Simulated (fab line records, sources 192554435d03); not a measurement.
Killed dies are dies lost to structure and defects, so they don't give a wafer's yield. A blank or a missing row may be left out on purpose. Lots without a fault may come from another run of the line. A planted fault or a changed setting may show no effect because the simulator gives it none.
Split-lot experiment | flow n5_finfet | 7 lots, 39 wafers read, on a route of 1938 steps

THE SPLIT
At N5_SD_EPI_P_ETCH_16 (etches SiO2 in CHF3/O2, target depth 5 nm), the setting target_depth_a was moved away from the recipe's 50 angstrom on 12 of the 39 wafers read, by -51.5% to +53.6%. The other wafers ran this setting at the recipe's value.

The reading is taken at the split's own step.

THE READING
etch.depth_nm (the simulator's own value, which no gauge read), in nm, at N5_SD_EPI_P_ETCH_16 (etches SiO2 in CHF3/O2, target depth 5 nm). The file gives no usual value for it. The 27 wafers here that ran the recipe average 5.015 nm, standard deviation 0.11 nm.

wafer  | tool, chamber at the split | target_depth_a as run, angstrom | against the recipe | etch.depth_nm, nm | against lot-mates on the recipe
L078.1 | rie_diel-03, 0             | 50                              | recipe             | 5.177             | -
L078.2 | rie_diel-03, 3             | 76.8                            | +53.6%             | 7.692             | +2.576
L078.3 | rie_diel-03, 2             | 76.8                            | +53.6%             | 7.805             | +2.689
L078.4 | rie_diel-03, 1             | 76.8                            | +53.6%             | 7.589             | +2.473
L078.5 | rie_diel-03, 2             | 50                              | recipe             | 5.105             | -
L078.6 | rie_diel-03, 3             | 50                              | recipe             | 5.065             | -
L081.1 | rie_diel-03, 0             | 50                              | recipe             | 5.09              | -
L081.2 | rie_diel-03, 3             | 61.23                           | +22.5%             | 6.097             | +1.073
L081.3 | rie_diel-03, 1             | 50                              | recipe             | 4.858             | -
L081.4 | rie_diel-03, 2             | 61.23                           | +22.5%             | 6.217             | +1.193
L081.5 | rie_diel-03, 0             | 50                              | recipe             | 5.123             | -
L081.6 | rie_diel-03, 1             | 61.23                           | +22.5%             | 5.911             | +0.887
L086.1 | rie_diel-03, 0             | 24.23                           | -51.5%             | 2.472             | -2.500
L086.2 | rie_diel-03, 3             | 50                              | recipe             | 4.979             | -
L086.3 | rie_diel-03, 1             | 50                              | recipe             | 4.809             | -
L086.4 | rie_diel-03, 2             | 24.23                           | -51.5%             | 2.447             | -2.525
L086.5 | rie_diel-03, 3             | 24.23                           | -51.5%             | 2.422             | -2.550
L086.6 | rie_diel-03, 0             | 50                              | recipe             | 5.128             | -
L087.1 | rie_diel-03, 3             | 50                              | recipe             | 4.994             | -
L087.2 | rie_diel-03, 2             | 50                              | recipe             | 5.044             | -
L087.3 | rie_diel-03, 0             | 50                              | recipe             | 5.108             | -
L087.4 | rie_diel-03, 1             | 50                              | recipe             | 4.765             | -
L087.5 | rie_diel-03, 3             | 50                              | recipe             | 5.004             | -
L087.6 | rie_diel-03, 0             | 50                              | recipe             | 5.093             | -
L089.1 | rie_diel-06, 1             | 50                              | recipe             | 5.009             | -
L089.2 | rie_diel-06, 2             | 50                              | recipe             | 5.07              | -
L089.3 | rie_diel-06, 0             | 50                              | recipe             | 5.004             | -
L090.1 | rie_diel-05, 3             | 50                              | recipe             | 5.105             | -
L090.2 | rie_diel-05, 2             | 50                              | recipe             | 5.006             | -
L090.3 | rie_diel-05, 1             | 50                              | recipe             | 5.025             | -
L090.4 | rie_diel-05, 0             | 50                              | recipe             | 4.936             | -
L090.5 | rie_diel-05, 3             | 50                              | recipe             | 5.132             | -
L090.6 | rie_diel-05, 0             | 50                              | recipe             | 4.954             | -
L096.1 | rie_diel-03, 2             | 50                              | recipe             | 5.039             | -
L096.2 | rie_diel-03, 0             | 41.87                           | -16.3%             | 4.24              | -0.698
L096.3 | rie_diel-03, 1             | 41.87                           | -16.3%             | 4.02              | -0.918
L096.4 | rie_diel-03, 1             | 50                              | recipe             | 4.781             | -
L096.5 | rie_diel-03, 2             | 50                              | recipe             | 4.994             | -
L096.6 | rie_diel-03, 0             | 41.87                           | -16.3%             | 4.231             | -0.707

THE FIT
A straight line over all 39 wafers: etch.depth_nm changes by +0.0498 nm for each +1% of target_depth_a; r = +1.00; the points scatter about the line by 0.11 nm.
The same after taking each lot's own level away (the mean of its wafers on the recipe; 39 wafers): +0.0484 nm for each +1%; r = +1.00; scatter 0.098 nm.
On that fit, the largest move of target_depth_a shifts the reading by 2.6 nm.
The lots' own levels span 4.9380 to 5.1157 nm, that is 1.7 times the standard deviation above.
So the lot-to-lot level changes the slope little: the two slopes agree.
Check: with one of the wafers moved furthest among these (+53.6%) left out of the fit, the line predicts +2.59 nm for it against its lot-mates. It came out at +2.58 nm against them.

THE FILE'S OWN FIT
etch.depth_nm changes by +0.0484 nm for each +1% of target_depth_a, r = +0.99.
